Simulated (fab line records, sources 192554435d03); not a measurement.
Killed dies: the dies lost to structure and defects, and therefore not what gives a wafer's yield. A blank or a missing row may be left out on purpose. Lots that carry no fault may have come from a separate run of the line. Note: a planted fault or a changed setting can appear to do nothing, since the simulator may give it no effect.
fab line records	flow n5_finfet
[record] lots = 6	wafers = 17	last_day = 18
route steps=1938 shown FIN_SAQP@118 BEOL_M4@1111
lots untouched by any fault: they come from a run of this same line in which no faults occurred
start_h: start of the lot's first displayed wafer, in hours after the record's first day	wait_h: hours from the lot's prior step to this one	" the same as in the row above	L1.1+2: several wafers, shown together as one row	- value missing, or start not given	* or withheld: withheld	< > ~ a bound
route shown NAME@n: a module of which the file shows steps, and the number in the route of the first	usual: mean/standard deviation taken from wafers without a fault	same: alike in all rows	chamber/n: place in a boat	sites: per-site readings	_std_site: their standard deviation	_edge_site: outer sites' mean less inner sites'	radius_mm: how far each site lies from the wafer's centre	mask NAME#n: copy n	behind: the last tool/chamber to shape the wafer	hold: what put the lot on hold/how long, in hours/how the hold closed	device: the transistor (n, p or np) that didn't switch	end of line: the route-end tests of the same wafers	for a step that has no rows: nothing shown but its recipe	killed: at the first sort, the dies lost to defects and structure; wafer yield is something else	map: a wafer's dies, x killed, . not, _ none there
set.NAME: the setting that was run; set.NAME@STEP: the one run at that earlier step	model.NAME: the simulator's own value behind a step, which no gauge read
lots at selected steps of the route; one table per step, one row per wafer
services: when a tool's chamber went out of use (start_h, in hours from the record's first day, below 0 if earlier), for how many hours, and the reason
[[steps]]
[step N5_FIN_SAQP_HM_OPEN_73]
[recipe] chemistry = CHF3/O2	target = SiO2	stop_on = a-Si	target_depth_a = 120	over_etch_frac = 1.8	mask_material = SOC	time_s = 16.8	pressure_mtorr = 30	source_w = 650	bias_w = 170	Ar_flow_sccm = 200	CHF3_flow_sccm = 50	O2_flow_sccm = 5	ion_energy_ev = 200	ends = end_point
[step N5_FIN_SAQP_STRIP_74]
[recipe] chemistry = CHF3/O2	resist = SiARC	rf_frequency_hz = 6e+07
[step N5_FIN_SAQP_MANDREL_ETCH_22]
[recipe] target_depth_a = 600	chemistry = HBr/Cl2	target = a-Si	stop_on = SiNx	bt_time_s = 10	over_etch_frac = 0.5	time_s = 30	pressure_mtorr = 10	icp_w = 800	bias_w = 75	HBr_flow_sccm = 150	Cl2_flow_sccm = 80	ends = end_point
[usual] HBr_flow_sccm = 150.0/0.45	bias_w = 75.00/0.22	drypump_motor_current_A = 5.6/0.54	oes_product_au = 0.767/0.014	throttle_valve_pct = 35.31/0.2
lot.wafer	tool	chamber	start_h	wait_h	HBr_flow_sccm	bias_w	drypump_motor_current_A	oes_product_au	rf_hours_counter_h	throttle_valve_pct
L915.4	rie_si-05	0	95.28	0.0	149.7	74.31	5.7	0.779	105	35.00
L915.6	"	2	"	"	150.7	75.03	5.9	0.773	-	35.29
L916.2	rie_si-05	3	99.87	0.0	150.1	74.86	5.2	0.753	51	35.13
L916.4	"	2	"	"	148.5	75.03	6.0	0.770	49	35.29
L916.6	"	3	"	"	150.1	74.71	5.2	0.755	-	35.15
L921.1	rie_si-05	0	130.30	0.0	149.8	75.04	5.7	0.764	106	35.02
L921.4	"	2	"	"	149.9	75.14	5.9	0.780	49	35.28
L921.6	"	1	"	"	149.8	74.84	5.2	0.783	-	35.06
L923.1	rie_si-03	2	143.84	0.0	150.1	74.74	5.3	0.763	84	35.15
L923.4	"	1	"	"	150.9	75.09	6.2	0.773	66	35.28
L923.6	"	3	"	"	150.0	74.88	4.9	0.786	-	35.19
L924.1	rie_si-03	0	148.70	0.0	150.6	74.88	5.2	0.793	4	35.63
L924.2	"	2	"	"	149.3	74.85	5.3	0.766	84	35.14
L924.6	"	3	"	"	150.2	74.82	4.9	0.799	-	35.20
L925.1	rie_si-05	0	154.25	0.0	150.4	74.93	5.7	0.770	106	35.01
L925.2	"	2	"	"	150.4	75.10	6.0	0.762	50	35.33
L925.6	"	2	"	"	150.3	74.77	6.0	0.767	-	35.31
[step N5_FIN_SAQP_STRIP_55]
[recipe] chemistry = N2/H2	power_w = 500	temp_c = 40	pressure_mtorr = 50	rf_frequency_hz = 6e+07	overash_fraction = 0.3	bias_power_w = 28	h2_frac = 0.5	n2_flow_sccm = 300	h2_flow_sccm = 300
[usual] drypump_motor_current_A = 5.8/0.37	oes_product_au = 0.77/0.086	rf_vpp_V = 121.6/1.4	showerhead_plenum_p_Torr = 3.32/0.078	throttle_valve_pct = 19.0/0.31
lot.wafer	tool	chamber	start_h	wait_h	drypump_motor_current_A	oes_product_au	rf_hours_counter_h	rf_vpp_V	showerhead_plenum_p_Torr	throttle_valve_pct
L915.4	rie_diel-05	1	95.41	0.1	5.1	0.68	245	119.8	3.32	19.3
L915.6	"	2	"	"	6.3	0.70	-	123.4	3.45	19.1
L916.2	rie_diel-06	1	99.98	0.1	6.0	0.77	138	121.5	3.38	19.6
L916.4	"	2	"	"	5.9	0.69	241	120.7	3.30	18.6
L916.6	"	3	"	"	6.2	0.79	-	119.2	3.24	18.8
L921.1	rie_diel-05	0	130.40	0.1	5.7	0.89	45	122.8	3.29	18.7
L921.4	"	1	"	"	5.1	1.03	1	120.3	3.32	18.9
L921.6	"	2	"	"	6.3	0.70	-	122.2	3.44	19.1
L923.1	rie_diel-05	0	144.14	0.3	5.7	0.87	51	119.6	3.28	18.6
L923.4	"	3	"	"	5.7	0.73	206	120.9	3.32	19.0
L923.6	"	3	"	"	5.7	0.73	-	119.5	3.32	19.0
L924.1	rie_diel-02	1	148.79	0.1	5.0	0.73	175	119.9	3.22	18.9
L924.2	"	3	"	"	6.1	0.72	184	121.1	3.22	19.3
L924.6	"	2	"	"	6.2	0.75	-	125.2	3.48	19.2
L925.1	rie_diel-05	3	154.56	0.3	5.8	0.73	210	121.4	3.31	19.0
L925.2	"	1	"	"	5.1	0.97	10	120.1	3.31	18.9
L925.6	"	3	"	"	5.7	0.72	-	122.2	3.31	19.0
[step N5_FIN_SAQP_STRIP_23]
[recipe] chemistry = SPM	time_s = 750	temp_c = 130	h2so4_h2o2_vol_ratio = 4
[step N5_FIN_SAQP_SRD_66]
[recipe] dry = ipa_marangoni	time_s = 30	temp_c = 23	rinse_liquid = diw
[step N5_FIN_SAQP_RECESS_75]
[recipe] chemistry = HF/NH3	target = SiO2	target_depth_a = 144	afs_cycles = 3	temp_c = 30	sublimation_temp_c = 180	sublimation_time_s = 60
[step N5_FIN_SAQP_SPACER1_ALD_24]
[recipe] material = SiO2	target_thk_a = 203	temp_c = 300	ald_precursor_family = BDEAS	ald_co_reactant = O2-plasma	pulse_time_s = 1	purge_time_s = 2	co_reactant_purge_time_s = 2	ald_cycles = 218	pressure_torr = 2
[usual] heater_power_w = 507/46	precursor_pulse_height_rel = 1.001/0.02
lot.wafer	tool	chamber	start_h	wait_h	heater_power_w	precursor_pulse_height_rel
L915.4	ald_sin-02	2	96.25	0.1	533	0.974
L915.6	"	2	"	"	528	0.991
L916.2	ald_sin-04	0	100.69	0.3	565	0.988
L916.4	"	3	"	"	450	0.985
L916.6	"	2	"	"	576	0.985
L921.1	ald_sin-01	3	131.44	0.3	408	0.983
L921.4	"	2	"	"	460	0.988
L921.6	"	2	"	"	454	0.988
L923.1	ald_sin-04	2	144.85	0.3	585	1.009
L923.4	"	1	"	"	482	0.977
L923.6	"	3	"	"	469	1.017
L924.1	ald_sin-01	1	149.78	0.4	459	0.979
L924.2	"	2	"	"	456	1.018
L924.6	"	1	"	"	475	1.006
L925.1	ald_sin-02	2	155.29	0.3	531	0.967
L925.2	"	0	"	"	523	1.012
L925.6	"	2	"	"	539	1.023
[step N5_FIN_SAQP_SPACER1_ETCHBACK_25]
[recipe] chemistry = CHF3/O2	mode = anisotropic_etchback	target = SiO2	target_depth_a = 244	time_s = 12.2	pressure_mtorr = 30	source_w = 650	bias_w = 170	Ar_flow_sccm = 200	CHF3_flow_sccm = 50	O2_flow_sccm = 5	ion_energy_ev = 200
[step N5_FIN_SAQP_MANDREL1_REMOVE_56]
[recipe] chemistry = HBr/Cl2/O2	bt_time_s = 10	target = a-Si	stop_on = SiNx	endpoint = OES-SiCl	over_etch_frac = 1	icp_w = 600	bias_w = 22	HBr_flow_sccm = 150	Cl2_flow_sccm = 80	O2_flow_sccm = 5	pressure_mtorr = 10
[usual] HBr_flow_sccm = 150.0/0.4	bias_w = 22.00/0.064	drypump_motor_current_A = 5.7/0.62	oes_product_au = 0.996/0.016	throttle_valve_pct = 36.72/0.18
lot.wafer	tool	chamber	start_h	wait_h	HBr_flow_sccm	bias_w	drypump_motor_current_A	oes_product_au	rf_hours_counter_h	throttle_valve_pct
L915.4	rie_si-01	0	97.06	0.1	150.2	22.01	6.5	1.017	106	36.81
L915.6	"	2	"	"	149.4	21.97	6.0	0.980	-	36.91
L916.2	rie_si-01	0	101.49	0.1	150.2	22.08	6.4	1.019	107	36.82
L916.4	"	3	"	"	150.2	22.05	6.3	0.993	78	36.88
L916.6	"	3	"	"	150.2	22.04	6.3	0.991	-	36.85
L921.1	rie_si-05	2	132.25	0.1	149.5	21.97	5.9	1.006	49	36.65
L921.4	"	2	"	"	149.6	21.98	5.9	1.005	-	36.64
L921.6	"	3	"	"	150.5	21.96	5.2	0.991	-	36.48
L923.1	rie_si-01	2	145.65	0.1	149.9	21.89	6.0	0.979	116	36.92
L923.4	"	1	"	"	150.0	21.95	4.7	0.978	67	36.83
L923.6	"	0	"	"	150.2	22.00	6.5	1.009	-	36.79
L924.1	rie_si-01	1	150.60	0.1	150.1	21.91	4.7	0.971	67	36.81
L924.2	"	0	"	"	150.2	21.91	6.4	1.014	108	36.82
L924.6	"	0	"	"	149.4	21.88	6.4	1.012	-	36.80
L925.1	rie_si-03	2	156.09	0.1	149.3	21.99	5.3	0.975	84	36.49
L925.2	"	0	"	"	149.9	22.12	5.3	1.017	4	36.98
L925.6	"	1	"	"	150.2	21.97	6.3	0.980	-	36.65
[step N5_FIN_SAQP_CD_MEAS_27]
[recipe] target_cd_nm = 20	landing_energy_ev = 1000	detector = se_inlens	polarity = line
[usual] cd_nm = 20.26/0.23
lot.wafer	tool	chamber	start_h	wait_h	cd_nm
L915.4	cd_sem-02	0	97.18	0.1	20.05
L915.6	"	0	"	"	20.48
L916.2	cd_sem-02	0	101.61	0.1	19.93
L916.4	"	0	"	"	20.45
L916.6	"	0	"	"	20.26
L921.1	cd_sem-03	0	132.36	0.1	20.29
L921.4	"	0	"	"	20.39
L921.6	"	0	"	"	20.39
L923.1	cd_sem-03	0	145.76	0.1	20.71
L923.4	"	0	"	"	19.78
L923.6	"	0	"	"	19.89
L924.1	cd_sem-01	0	150.71	0.1	20.25
L924.2	"	0	"	"	20.16
L924.6	"	0	"	"	20.55
L925.1	cd_sem-02	0	156.20	0.1	20.18
L925.2	"	0	"	"	20.27
L925.6	"	0	"	"	20.32
[step N5_FIN_SAQP_ETCH_57]
[recipe] chemistry = CH3F/O2	target = SiNx	mask_material = SiO2	target_depth_a = 325	time_s = 46.4	pressure_mtorr = 30	source_w = 395	bias_w = 73	Ar_flow_sccm = 150	CH3F_flow_sccm = 30	O2_flow_sccm = 20	ion_energy_ev = 120	ends = cleared
[step N5_FIN_SAQP_ETCH_65]
[recipe] chemistry = CF4	target = SiO2	target_depth_a = 40	ion_energy_ev = 350	time_s = 4.4	pressure_mtorr = 10	icp_w = 800	bias_w = 400	cf4_flow_sccm = 80
[usual] bias_w = 400.0/1.1	drypump_motor_current_A = 5.6/0.53	oes_product_au = 0.997/0.014	throttle_valve_pct = 21.71/0.2
[same] time_s = 4.4
lot.wafer	tool	chamber	start_h	wait_h	bias_w	drypump_motor_current_A	oes_product_au	rf_hours_counter_h	throttle_valve_pct	model.etch.depth_nm
L915.4	rie_si-05	0	97.33	0.1	400.7	5.7	0.881	105	21.39	3.27
L915.6	"	0	"	"	399.9	5.7	0.884	-	21.37	3.281
L916.2	rie_si-05	3	101.76	0.1	400.5	5.2	0.984	51	21.59	4.013
L916.4	"	0	"	"	401.5	5.7	0.894	105	21.36	3.309
L916.6	"	0	"	"	401.8	5.7	0.878	-	21.35	3.26
L921.1	rie_si-01	3	132.51	0.1	400.1	6.3	0.990	78	21.98	4.002
L921.4	"	2	"	"	398.5	6.0	0.975	115	21.84	4.017
L921.6	"	1	"	"	399.8	4.7	0.977	-	21.93	4.006
L923.1	rie_si-03	1	146.00	0.1	399.3	6.3	0.994	66	21.62	3.993
L923.4	"	0	"	"	400.9	5.3	1.014	4	22.00	3.956
L923.6	"	3	"	"	400.3	4.9	1.007	-	21.73	3.953
L924.1	rie_si-03	3	151.08	0.1	400.3	4.9	1.009	26	21.73	3.963
L924.2	"	0	"	"	397.8	5.3	1.012	4	22.02	3.935
L924.6	"	2	"	"	398.7	5.3	0.991	-	21.71	4.001
L925.1	rie_si-03	0	156.36	0.1	397.6	5.3	1.018	4	22.02	3.934
L925.2	"	2	"	"	400.5	5.3	0.978	84	21.71	3.985
L925.6	"	2	"	"	401.2	5.3	0.988	-	21.68	4.008
[step N5_FIN_SAQP_MANDREL_ETCH_58]
[recipe] chemistry = HBr/Cl2	target = a-Si	target_depth_a = 450	bt_time_s = 10	stop_on = SiNx	mask_material = SiO2	over_etch_frac = 0.8	time_s = 27	pressure_mtorr = 10	icp_w = 800	bias_w = 75	HBr_flow_sccm = 150	Cl2_flow_sccm = 80	ends = end_point
[usual] HBr_flow_sccm = 150.0/0.42	bias_w = 75.00/0.24	drypump_motor_current_A = 5.6/0.54	oes_product_au = 0.695/0.012	throttle_valve_pct = 35.51/0.2
lot.wafer	tool	chamber	start_h	wait_h	HBr_flow_sccm	bias_w	drypump_motor_current_A	oes_product_au	rf_hours_counter_h	throttle_valve_pct
L915.4	rie_si-05	0	97.36	0.0	150.2	75.03	5.7	0.694	105	35.22
L915.6	"	0	"	"	150.5	75.08	5.7	0.698	-	35.21
L916.2	rie_si-05	3	101.79	0.0	149.2	75.00	5.2	0.677	51	35.36
L916.4	"	0	"	"	149.7	74.90	5.7	0.689	105	35.23
L916.6	"	0	"	"	150.2	74.84	5.7	0.692	-	35.23
L921.1	rie_si-01	3	132.54	0.0	150.3	74.94	6.3	0.677	78	35.71
L921.4	"	2	"	"	150.5	74.82	6.0	0.701	115	35.75
L921.6	"	1	"	"	150.3	74.89	4.7	0.684	-	35.69
L923.1	rie_si-03	1	146.04	0.0	150.1	74.77	6.3	0.689	66	35.53
L923.4	"	0	"	"	149.3	74.92	5.2	0.718	4	35.85
L923.6	"	3	"	"	150.4	74.99	4.8	0.703	-	35.44
L924.1	rie_si-03	3	151.11	0.0	150.2	74.96	4.9	0.708	26	35.42
L924.2	"	0	"	"	149.9	74.89	5.3	0.705	4	35.86
L924.6	"	2	"	"	150.8	75.21	5.3	0.684	-	35.35
L925.1	rie_si-03	0	156.39	0.0	150.1	75.46	5.2	0.712	4	35.85
L925.2	"	2	"	"	150.8	74.98	5.3	0.681	84	35.39
L925.6	"	2	"	"	150.4	75.01	5.3	0.686	-	35.36
[step N5_BEOL_M4_RC_MEAS_101]
[usual] DIBL_N = 36.4/1.3	DIBL_P = 36.5/1.7	IOFF_N = 0.154/0.022	IOFF_P = 0.202/0.025	ION_N = 671/9.8	ION_P = 460/6.8	SS_N = 71.6/0.54	SS_P = 73.4/0.58	VT_N = 250.9/2.8	VT_P = -251.4/2.7
lot.wafer	tool	chamber	start_h	wait_h	DIBL_N[mV/V]	DIBL_P[mV/V]	IOFF_N[nA/um]	IOFF_P[nA/um]	ION_N[uA/um]	ION_P[uA/um]	SS_N[mV/dec]	SS_P[mV/dec]	VT_N[mV]	VT_P[mV]
L915.4	prober-01	0	230.69	0.5	36.0	38.9	0.155	0.192	670	460	71.8	73.2	251.3	-252.9
L915.6	"	0	"	"	36.3	39.3	0.157	0.190	675	461	71.5	73.4	250.8	-253.5
L916.2	prober-02	0	230.87	0.2	34.9	35.0	0.146	0.184	671	459	71.5	73.1	250.8	-252.2
L916.4	"	0	"	"	35.0	35.3	0.145	0.196	675	461	71.7	72.9	252.1	-251.9
L916.6	"	0	"	"	33.7	33.4	0.126	0.169	684	464	71.1	72.0	252.2	-252.1
L921.1	prober-02	0	270.44	0.0	36.4	36.4	0.150	0.220	665	464	72.0	72.8	249.2	-249.8
L921.4	"	0	"	"	36.1	35.2	0.142	0.202	663	459	71.1	72.6	252.9	-249.2
L921.6	"	0	"	"	36.9	36.9	0.161	0.217	667	459	72.2	73.0	251.3	-248.2
L924.1	prober-02	0	287.30	0.0	36.3	38.6	0.164	0.216	668	460	72.2	73.7	250.2	-250.6
L924.2	"	0	"	"	36.8	39.9	0.183	0.232	689	467	72.2	74.2	248.2	-252.3
L924.6	"	0	"	"	37.6	40.3	0.190	0.243	678	461	71.9	74.7	247.6	-248.9
L923.1	prober-01	0	295.71	0.0	37.2	37.3	0.181	0.229	686	466	71.5	74.3	246.2	-252.0
L923.4	"	0	"	"	37.4	36.9	0.176	0.230	676	461	72.2	74.3	249.3	-249.1
L923.6	"	0	"	"	37.0	36.0	0.167	0.210	672	453	71.8	73.7	251.2	-250.0
L925.1	prober-01	0	310.67	0.0	33.7	33.9	0.121	0.185	672	463	70.7	72.6	252.3	-248.9
L925.2	"	0	"	"	34.9	35.8	0.146	0.217	684	471	71.2	73.6	250.0	-247.5
L925.6	"	0	"	"	34.2	34.5	0.128	0.194	663	464	70.9	72.4	251.7	-248.6
[[services]]
tool	chamber	start_h	hours	kind
rie_si-05	-	76.48	2.8	pm
ald_sin-01	-	85.25	14.0	pm
ald_sin-01	0	85.25	14.0	vent_cycle
ald_sin-01	1	85.25	14.0	vent_cycle
ald_sin-01	2	85.25	14.0	vent_cycle
ald_sin-01	3	85.25	14.0	vent_cycle
rie_diel-02	2	90.82	4.3	repair
ald_sin-01	0	99.25	-	clean
rie_diel-05	1	112.02	-	clean
rie_diel-05	1	112.02	-	consumable_replace:focus_ring
rie_diel-05	1	112.02	15.9	scheduled_down
rie_diel-05	1	112.02	15.9	vent_cycle
rie_diel-05	3	117.14	1.4	repair
ald_sin-01	0	123.97	5.6	repair
rie_si-03	-	126.64	14.6	pm
rie_si-05	0	130.86	1.6	repair
rie_si-05	0	136.57	3.3	repair
ald_sin-01	0	139.14	13.4	repair
rie_si-05	1	145.13	2.4	repair
rie_diel-05	2	154.21	-	clean
rie_diel-05	2	154.21	-	consumable_replace:focus_ring
rie_diel-05	2	154.21	16.2	scheduled_down
rie_diel-05	2	154.21	16.2	vent_cycle
rie_si-05	-	155.10	5.2	repair
[[key]]
[first_sign] step = N5_FIN_SAQP_ETCH_65	reading = oes_product_au	direction = down	sigmas = 8.1	usual = 0.997	struck = 0.884
effect none on later readings
[model_effect] step = N5_FIN_SAQP_ETCH_65	value = etch.depth_nm	without = 3.984	struck = 3.28
met_at N5_FIN_SAQP_ETCH_65
struck_wafers L915.4,L915.6,L916.4,L916.6
[fault] kind = process_parameter_drift	tool = rie_si-05	chamber = -	onset_h = 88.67	steps = N5_FIN_SAQP_ETCH_65	channel = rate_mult	offset = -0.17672	shape = step	end_h = 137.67	scope = struck_wafers_only
